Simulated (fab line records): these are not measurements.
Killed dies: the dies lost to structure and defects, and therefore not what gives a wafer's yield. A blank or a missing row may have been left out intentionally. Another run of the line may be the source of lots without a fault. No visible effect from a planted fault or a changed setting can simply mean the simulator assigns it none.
Chamber matching | flow n5-finfet | rie-diel-05 running N5_PMOS_HMC_CHANNEL_EPI_STRIP_33: 4 sister chambers
The step strips in N2/H2. 20 wafers are shown with their chamber, then 10 later ones without.

WAFERS WITH THEIR CHAMBER
wafer  | chamber | showerhead-plenum-p-Torr (Torr) | drypump-motor-current-A (A) | throttle-valve-pct (%)
L077.1 | 2       | 3.38                            | 5.8                         | 19.4
L077.2 | 0       | 3.33                            | 6.1                         | 18.9
L077.3 | 1       | 3.22                            | 5.5                         | 18.4
L079.1 | 1       | 3.22                            | 5.5                         | 18.4
L079.3 | 2       | 3.38                            | 5.8                         | 19.4
L079.5 | 3       | 3.39                            | 5.4                         | 18.9
L080.4 | 3       | 3.39                            | 5.5                         | 18.9
L080.5 | 2       | 3.38                            | 5.8                         | 19.4
L080.6 | 1       | 3.22                            | 5.5                         | 18.4
L084.1 | 3       | 3.39                            | 5.4                         | 18.9
L084.2 | 1       | 3.22                            | 5.5                         | 18.4
L084.3 | 2       | 3.38                            | 5.8                         | 19.4
L084.4 | 2       | 3.38                            | 5.8                         | 19.4
L084.5 | 3       | 3.39                            | 5.4                         | 18.9
L084.6 | 1       | 3.22                            | 5.5                         | 18.4
L086.2 | 3       | 3.39                            | 5.5                         | 18.9
L086.3 | 0       | 3.32                            | 6.1                         | 18.5
L086.6 | 2       | 3.38                            | 5.8                         | 19.4
L091.1 | 1       | 3.21                            | 5.5                         | 18.4
L091.2 | 2       | 3.37                            | 5.8                         | 19.4

SIGNATURES, as means of the wafers listed above
reading                  | chamber 0 | chamber 1 | chamber 2 | chamber 3 | scatter within a chamber
showerhead-plenum-p-Torr | 3.3250    | 3.2183    | 3.3786    | 3.3900    | 0.0037
drypump-motor-current-A  | 6.100     | 5.500     | 5.800     | 5.440     | 0.0274
throttle-valve-pct       | 18.700    | 18.400    | 19.400    | 18.900    | 0.0707
Rule: a wafer lies at a distance from a chamber equal to the root of the sum of squares, over the readings, of (its reading less the chamber's mean, divided by the reading's scatter). If the next closest chamber is less than 2 further off than the closest, the wafer can't be placed; otherwise it belongs to the closest. The scatter: the root of (the sum of the squares of (reading less its chamber's mean) over the shown wafers, divided by (wafers less chambers)).

WAFERS WITH NO CHAMBER GIVEN
wafer  | showerhead-plenum-p-Torr (Torr) | drypump-motor-current-A (A) | throttle-valve-pct (%)
L091.3 | 3.32                            | 6.1                         | 18.5
L091.4 | 3.38                            | 5.4                         | 18.9
L091.5 | 3.32                            | 6.1                         | 18.6
L091.6 | 3.38                            | 5.4                         | 18.9
L092.2 | 3.37                            | 5.8                         | 19.5
L092.3 | 3.21                            | 5.5                         | 18.4
L092.6 | 3.21                            | 5.5                         | 18.4
L095.3 | 3.20                            | 5.5                         | 18.4
L095.5 | 3.38                            | 5.5                         | 18.9
L095.6 | 3.37                            | 5.8                         | 19.5

THE CHAMBER EACH PASSED THROUGH
wafer  | from the rows above | in truth
L091.3 | 0                   | 0
L091.4 | 3                   | 3
L091.5 | 0                   | 0
L091.6 | 3                   | 3
L092.2 | 2                   | 2
L092.3 | 1                   | 1
L092.6 | 1                   | 1
L095.3 | 1                   | 1
L095.5 | 3                   | 3
L095.6 | 2                   | 2
Correctly placed: 10 of 10. Can't be placed from these rows: 0. Number placed wrongly: 0.
